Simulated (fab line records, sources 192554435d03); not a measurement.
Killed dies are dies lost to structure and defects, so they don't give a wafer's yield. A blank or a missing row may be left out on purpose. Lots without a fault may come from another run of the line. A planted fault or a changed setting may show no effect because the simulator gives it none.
fab line records | flow n5_finfet
record lots=8 wafers=24 last_day=18
route steps=1938 shown BEOL_M3@949 BEOL_M4@1111
lots that met no fault: from a run of the same line without faults
start_h: hours from the record's first day to the start of the lot's first wafer shown | wait_h: hours since the lot's step before | " the same as in the row above | L1.1+2: a row that stands for several wafers | - no value, or no start given | * or withheld: withheld | < > ~ a bound
route shown NAME@n: a module of which the file shows steps, and the number in the route of the first | usual: mean/standard deviation of fault-free wafers | same: alike in all rows | chamber/n: place in a boat | sites: the reading at each site | _std_site: their standard deviation | _edge_site: outer sites' mean less inner sites' | radius_mm: how far each site lies from the wafer's centre | mask NAME#n: copy n | behind: the tool/chamber that last shaped the wafer | hold: why the lot was held/for how many hours/how that ended | device: the transistor (n, p or np) that didn't switch | end of line: the same wafers' tests at the end of the route | a step without rows: its recipe alone | killed: dies lost to structure and defects at the first sort, not the wafer's yield | map: a wafer's dies, x killed, . not, _ none there
set.NAME: the setting as run; set.NAME@STEP: as run at that earlier step | model.NAME: the simulator's own value behind a step, which no gauge read
steps of the route over a sample of lots; a table a step, a row a wafer
services: from which hour (start_h, from the record's first day; less than 0 if before it) a tool's chamber was out of use, for how many hours, and why
## steps
# step N5_BEOL_M3_ETCH_63
# recipe chemistry=CF4 target=SiARC target_depth_a=156 mask_material=CAR-EUV time_s=26 ion_energy_ev=80 pressure_mtorr=40 source_w=545 bias_w=36 Ar_flow_sccm=100 cf4_flow_sccm=100 ends=cleared
# usual bias_w=36.01/0.11 drypump_motor_current_A=5.7/0.45 etch_rf_on_time_s=25.8/0.65 oes_product_au=0.66/0.073 rf_vpp_V=184.0/1.1 showerhead_plenum_p_Torr=2.13/0.075 throttle_valve_pct=15.67/0.25
# columns lot.wafer tool chamber start_h wait_h bias_w drypump_motor_current_A etch_rf_on_time_s oes_product_au rf_hours_counter_h rf_vpp_V showerhead_plenum_p_Torr throttle_valve_pct
L675.1 rie_diel-03 0 151.51 0.0 36.13 5.6 25.6 0.63 213 185.2 2.20 16.02
L675.4 " 1 " " 35.97 5.7 25.6 0.64 174 182.5 2.05 15.78
L675.5 " 3 " " 35.86 5.1 25.5 0.63 - 184.0 2.12 15.79
L678.1 rie_diel-01 0 177.51 0.0 36.01 5.5 25.8 0.76 25 184.6 2.18 15.32
L678.2 " 1 " " 36.05 6.6 25.6 0.60 223 183.1 2.05 15.47
L678.3 " 3 " " 36.14 6.6 26.0 0.62 167 185.0 2.22 15.82
L681.3 rie_diel-02 2 188.72 0.0 36.15 5.6 26.0 0.61 222 183.6 2.03 15.68
L681.4 " 1 " " 35.97 6.2 25.7 0.62 194 185.6 2.13 15.57
L681.6 " 1 " " 36.01 6.2 25.7 0.63 - 183.2 2.13 15.56
L683.2 rie_diel-03 3 196.48 0.0 36.15 5.0 25.0 0.63 204 184.3 2.11 15.82
L683.3 " 1 " " 35.94 5.7 25.5 0.64 187 183.6 2.04 15.81
L683.4 " 0 " " 36.06 5.6 25.1 0.62 226 184.2 2.20 16.06
L685.2 rie_diel-03 3 214.73 0.0 35.92 5.1 25.0 0.63 210 184.4 2.11 15.82
L685.3 " 0 " " 35.85 5.6 25.4 0.62 232 184.7 2.20 16.05
L685.5 " 1 " " 36.03 5.7 25.3 0.63 - 183.0 2.04 15.81
L693.2 rie_diel-03 1 273.42 0.0 36.08 5.7 25.1 0.63 213 184.7 2.03 15.87
L693.4 " 3 " " 36.07 5.1 25.1 0.61 - 183.0 2.10 15.88
L693.5 " 1 " " 36.03 5.7 25.0 0.63 - 183.0 2.03 15.86
L695.1 rie_diel-01 2 295.77 0.0 35.85 5.7 25.5 0.83 9 183.1 2.10 15.63
L695.4 " 3 " " 36.01 6.6 25.8 0.60 208 184.5 2.20 15.90
L695.5 " 1 " " 35.99 6.6 24.8 0.85 - 184.8 2.30 15.07
L696.1 rie_diel-01 0 298.78 0.0 35.87 5.6 25.9 0.71 68 184.9 2.16 15.40
L696.5 " 3 " " 35.97 6.6 25.8 0.59 - 184.4 2.20 15.89
L696.6 " 2 " " 35.85 5.7 25.2 0.83 - 183.4 2.10 15.63
# step N5_BEOL_M3_ETCH_70
# recipe chemistry=N2/H2 target=SOC target_depth_a=800 overetch_a=160 mask_material=SiARC temp_c=40 time_s=120 ion_energy_ev=200 pressure_mtorr=30 source_w=840 bias_w=150 n2_flow_sccm=200 h2_flow_sccm=200
# usual bias_w=150.0/0.46 drypump_motor_current_A=5.9/0.54 oes_product_au=0.59/0.073 rf_vpp_V=523.7/2.5 showerhead_plenum_p_Torr=2.53/0.088 throttle_valve_pct=17.8/0.33
# columns lot.wafer tool chamber start_h wait_h bias_w drypump_motor_current_A oes_product_au rf_hours_counter_h rf_vpp_V showerhead_plenum_p_Torr throttle_valve_pct
L675.1 rie_diel-01 1 153.58 0.0 150.2 6.6 0.54 216 520.7 2.40 17.5
L675.4 " 3 " " 150.4 6.6 0.56 161 526.7 2.65 18.1
L675.5 " 2 " " 149.3 5.7 0.54 - 522.6 2.49 18.1
L678.1 rie_diel-01 3 178.68 0.0 150.0 6.6 0.56 167 527.6 2.65 18.1
L678.2 " 2 " " 149.5 5.7 0.54 233 522.8 2.48 18.2
L678.3 " 1 " " 150.2 6.6 0.53 223 519.2 2.40 17.5
L681.3 rie_diel-01 0 198.72 0.0 157.8 5.6 0.68 32 541.0 2.58 17.4
L681.4 " 3 " " 157.1 6.6 0.55 174 542.3 2.65 18.2
L681.6 " 1 " " 157.3 6.6 0.53 - 537.2 2.40 17.5
L683.2 rie_diel-01 1 205.33 0.0 156.5 6.6 0.53 232 535.8 2.40 17.5
L683.3 " 0 " " 157.6 5.5 0.67 34 542.5 2.58 17.4
L683.4 " 3 " " 157.7 6.6 0.56 177 542.9 2.65 18.1
L685.2 rie_diel-01 1 216.50 0.0 157.8 6.6 0.53 237 535.7 2.39 17.6
L685.3 " 0 " " 157.7 5.6 0.66 39 540.7 2.58 17.4
L685.5 " 3 " " 157.3 6.6 0.55 - 543.1 2.65 18.2
L693.2 rie_diel-01 2 277.61 0.0 150.4 5.7 0.76 2 523.1 2.47 17.7
L693.4 " 0 " " 149.4 5.5 0.64 - 523.7 2.57 17.5
L693.5 " 3 " " 150.5 6.6 0.53 - 526.2 2.64 18.2
L695.1 rie_diel-03 1 298.10 0.0 149.4 5.7 0.55 221 520.4 2.43 18.2
L695.4 " 0 " " 150.3 5.7 0.75 4 524.7 2.60 17.8
L695.5 " 3 " " 149.6 5.0 0.53 - 521.9 2.52 18.2
L696.1 rie_diel-01 1 304.74 0.0 149.1 6.6 0.74 4 528.5 2.71 17.2
L696.5 " 1 " " 149.6 6.6 0.74 - 529.7 2.71 17.2
L696.6 " 2 " " 150.8 5.7 0.72 - 522.3 2.47 17.7
# step N5_BEOL_M3_VIA_ETCH_34
# recipe chemistry=C4F6/O2 target_depth_a=694 mask_material=SOC pressure_mtorr=15 ion_energy_ev=250 taper_deg=4 time_s=65.9 source_w=350 bias_w=170 Ar_flow_sccm=300 C4F6_flow_sccm=10 O2_flow_sccm=10
# usual C4F6_flow_sccm=10.00/0.032 bias_w=170.0/0.47 drypump_motor_current_A=5.9/0.54 oes_product_au=0.77/0.097 rf_vpp_V=670/31 showerhead_plenum_p_Torr=2.84/0.1 throttle_valve_pct=30.8/0.34
# columns lot.wafer tool chamber start_h wait_h C4F6_flow_sccm bias_w drypump_motor_current_A oes_product_au rf_hours_counter_h rf_vpp_V showerhead_plenum_p_Torr throttle_valve_pct
L675.1 rie_diel-01 1 153.68 0.0 10.04 170.0 6.6 0.69 216 621 2.71 30.4
L675.4 " 3 " " 9.99 170.5 6.6 0.74 161 719 2.96 31.0
L675.5 " 2 " " 9.99 170.5 5.7 0.72 - 703 2.80 31.1
L678.1 rie_diel-01 3 178.78 0.0 9.99 169.1 6.6 0.73 167 718 2.96 31.0
L678.2 " 2 " " 10.00 170.0 5.7 0.71 233 702 2.80 31.1
L678.3 " 1 " " 10.02 169.9 6.6 0.69 223 621 2.71 30.4
L681.3 rie_diel-01 0 198.82 0.0 9.98 170.4 5.6 0.87 32 667 2.88 30.3
L681.4 " 3 " " 10.02 170.6 6.6 0.72 175 718 2.96 31.0
L681.6 " 1 " " 10.02 169.5 6.6 0.68 - 620 2.70 30.4
L683.2 rie_diel-01 1 205.43 0.0 9.94 170.4 6.6 0.69 232 621 2.70 30.4
L683.3 " 0 " " 9.96 170.1 5.6 0.87 34 668 2.88 30.3
L683.4 " 3 " " 9.96 169.9 6.6 0.72 177 718 2.96 31.0
L685.2 rie_diel-01 1 216.60 0.0 10.00 170.6 6.6 0.69 237 621 2.70 30.4
L685.3 " 0 " " 10.00 170.3 5.5 0.86 39 669 2.88 30.3
L685.5 " 3 " " 10.02 170.7 6.6 0.72 - 718 2.95 31.0
L693.2 rie_diel-01 2 277.71 0.0 10.02 170.7 5.7 1.00 2 701 2.79 30.8
L693.4 " 0 " " 9.96 170.7 5.6 0.83 - 666 2.87 30.3
L693.5 " 3 " " 10.02 170.2 6.6 0.70 - 718 2.95 31.0
L695.1 rie_diel-03 1 298.20 0.0 9.94 169.3 5.7 0.72 221 657 2.70 31.0
L695.4 " 0 " " 9.96 170.5 5.6 1.01 4 648 2.93 30.9
L695.5 " 3 " " 9.98 169.6 5.0 0.71 - 673 2.76 30.4
L696.1 rie_diel-01 1 304.84 0.0 9.97 170.0 6.6 0.97 4 631 3.03 30.5
L696.5 " 1 " " 9.98 169.3 6.6 0.97 - 631 3.03 30.5
L696.6 " 2 " " 10.02 169.6 5.7 0.96 - 703 2.78 30.8
# step N5_BEOL_M3_STRIP_36
# recipe chemistry=N2/H2 power_w=450 temp_c=40 pressure_mtorr=20 rf_frequency_hz=6e+07 overash_fraction=0.3 bias_power_w=7 h2_frac=0.5 n2_flow_sccm=200 h2_flow_sccm=200
# usual drypump_motor_current_A=5.9/0.54 oes_product_au=0.77/0.099 rf_vpp_V=59.2/1.4 showerhead_plenum_p_Torr=2.53/0.088 throttle_valve_pct=23.6/0.37
# columns lot.wafer tool chamber start_h wait_h drypump_motor_current_A oes_product_au rf_hours_counter_h rf_vpp_V showerhead_plenum_p_Torr throttle_valve_pct
L675.1 rie_diel-01 1 153.74 0.0 6.6 0.68 216 60.4 2.40 23.2
L675.4 " 3 " " 6.6 0.75 161 58.9 2.65 24.0
L675.5 " 2 " " 5.7 0.71 - 62.1 2.48 23.9
L678.1 rie_diel-01 3 178.84 0.0 6.6 0.75 167 59.4 2.65 24.1
L678.2 " 2 " " 5.7 0.72 233 57.7 2.48 23.9
L678.3 " 1 " " 6.6 0.68 223 60.6 2.40 23.2
L681.3 rie_diel-01 0 198.88 0.0 5.6 0.87 32 60.3 2.58 23.1
L681.4 " 3 " " 6.6 0.74 175 61.3 2.64 24.0
L681.6 " 1 " " 6.6 0.67 - 57.7 2.39 23.2
L683.2 rie_diel-01 1 205.50 0.0 6.6 0.67 232 59.3 2.39 23.2
L683.3 " 0 " " 5.6 0.89 35 58.6 2.57 23.1
L683.4 " 3 " " 6.6 0.74 177 59.5 2.64 24.0
L685.2 rie_diel-01 1 216.66 0.0 6.6 0.67 237 60.1 2.39 23.2
L685.3 " 0 " " 5.6 0.88 39 60.1 2.57 23.1
L685.5 " 3 " " 6.6 0.74 - 60.0 2.64 24.1
L693.2 rie_diel-01 2 277.77 0.0 5.7 0.99 2 59.8 2.47 23.5
L693.4 " 0 " " 5.5 0.84 - 59.8 2.56 23.1
L693.5 " 3 " " 6.6 0.72 - 57.5 2.63 24.1
L695.1 rie_diel-03 1 298.26 0.0 5.7 0.73 221 58.2 2.42 24.2
L695.4 " 0 " " 5.6 1.00 4 59.5 2.60 23.5
L695.5 " 3 " " 5.1 0.72 - 60.1 2.51 23.9
L696.1 rie_diel-01 1 304.90 0.0 6.6 0.97 4 57.3 2.70 23.1
L696.5 " 1 " " 6.6 0.95 - 58.5 2.70 23.1
L696.6 " 2 " " 5.7 0.95 - 57.5 2.47 23.5
# step N5_BEOL_M4_RC_MEAS_101
# usual DIBL_N=36.0/2.5 DIBL_P=36.7/3 IOFF_N=0.16/0.043 IOFF_P=0.21/0.049 ION_N=673/15 ION_P=461/9.8 SS_N=71.5/0.83 SS_P=73.4/0.83 VT_N=250/4 VT_P=-251/4
# columns lot.wafer tool chamber start_h wait_h DIBL_N[mV/V] DIBL_P[mV/V] IOFF_N[nA/um] IOFF_P[nA/um] ION_N[uA/um] ION_P[uA/um] SS_N[mV/dec] SS_P[mV/dec] VT_N[mV] VT_P[mV]
L675.1 prober-02 0 180.56 0.0 36.6 37.3 0.18 0.19 697 468 71.9 74.1 248 -254
L675.4 " 0 " " 38.3 38.7 0.20 0.22 686 459 72.2 74.5 247 -251
L675.5 " 0 " " 34.3 34.4 0.13 0.16 676 463 70.9 73.0 254 -255
L678.1 prober-01 0 192.36 0.0 40.5 41.9 0.23 0.29 687 465 72.0 73.8 244 -245
L678.2 " 0 " " 32.2 32.5 0.09 0.15 647 452 69.8 71.4 258 -253
L678.3 " 0 " " 38.0 39.1 0.18 0.24 681 465 71.5 73.0 248 -247
L681.3 prober-01 0 216.36 0.3 38.4 38.0 0.19 0.23 673 462 72.0 74.1 252 -251
L681.4 " 0 " " 35.0 35.9 0.13 0.19 665 456 71.3 73.1 254 -253
L681.6 " 0 " " 36.9 38.2 0.16 0.23 664 460 72.0 74.3 252 -250
L683.2 prober-02 0 220.05 0.2 39.1 38.4 0.18 0.22 668 457 72.7 74.4 251 -251
L683.3 " 0 " " 37.2 37.8 0.15 0.21 665 455 71.9 73.5 251 -252
L683.4 " 0 " " 34.3 34.9 0.12 0.18 651 456 70.4 73.3 254 -255
L685.2 prober-02 0 237.25 0.2 34.1 31.5 0.12 0.19 685 473 70.1 72.6 253 -250
L685.3 " 0 " " 34.7 31.4 0.11 0.18 651 455 71.0 72.2 256 -248
L685.5 " 0 " " 35.0 31.5 0.13 0.20 662 466 70.8 72.7 253 -248
L693.2 prober-01 0 296.14 0.2 37.2 38.7 0.19 0.26 677 464 71.9 73.6 248 -248
L693.4 " 0 " " 33.4 33.9 0.13 0.19 662 463 70.9 72.9 253 -250
L693.5 " 0 " " 34.2 34.3 0.15 0.20 682 472 71.5 72.6 246 -249
L695.1 prober-01 0 319.88 0.0 36.6 39.2 0.19 0.24 694 479 70.8 73.8 242 -249
L695.4 " 0 " " 35.8 38.0 0.16 0.21 684 469 71.7 73.5 248 -251
L695.5 " 0 " " 35.0 36.9 0.14 0.20 669 461 71.0 73.1 252 -250
L696.1 prober-01 0 325.33 0.0 35.6 36.6 0.14 0.17 672 454 71.1 72.9 252 -256
L696.5 " 0 " " 37.2 38.3 0.17 0.19 683 463 71.8 73.6 251 -254
L696.6 " 0 " " 35.3 36.1 0.13 0.16 650 445 70.9 73.2 254 -258
## services
# columns tool chamber start_h hours kind
rie_diel-02 - 204.96 14.6 pm
rie_diel-01 3 218.89 5.0 repair
rie_diel-02 0 225.17 5.2 repair
rie_diel-01 2 237.75 12.4 repair
rie_diel-03 2 244.14 - clean
rie_diel-03 2 244.14 - consumable_replace:focus_ring
rie_diel-03 2 244.14 16.8 scheduled_down
rie_diel-03 2 244.14 16.8 vent_cycle
rie_diel-01 2 250.55 - clean
rie_diel-01 2 250.55 - consumable_replace:focus_ring
rie_diel-01 2 250.55 18.5 scheduled_down
rie_diel-01 2 250.55 18.5 vent_cycle
rie_diel-01 1 269.04 - clean
rie_diel-01 1 269.04 - consumable_replace:focus_ring
rie_diel-01 1 269.04 - consumable_replace:showerhead
rie_diel-01 1 269.04 21.5 scheduled_down
rie_diel-01 1 269.04 21.5 vent_cycle
rie_diel-03 0 270.19 - clean
rie_diel-03 0 270.19 - consumable_replace:focus_ring
rie_diel-03 0 270.19 14.2 scheduled_down
rie_diel-03 0 270.19 14.2 vent_cycle
rie_diel-02 2 301.04 12.7 repair
## key
first_sign step=N5_BEOL_M3_ETCH_70 reading=bias_w direction=up sigmas=16 usual=* struck=*
effect step=N5_BEOL_M3_ETCH_70 reading=rf_vpp_V direction=up sigmas=6.6 usual=523.7 struck=540.1
met_at N5_BEOL_M3_ETCH_70
struck_lots L681,L683,L685
not_acting_at N5_BEOL_M3_ETCH_63,N5_BEOL_M3_VIA_ETCH_34,N5_BEOL_M3_STRIP_36
onset_between 178.68 198.72
fault kind=process_parameter_drift tool=rie_diel-01 chamber=- onset_h=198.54 steps=N5_BEOL_M3_ETCH_70 channel=bias_w offset=* shape=step end_h=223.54 acts_in=* stated=*
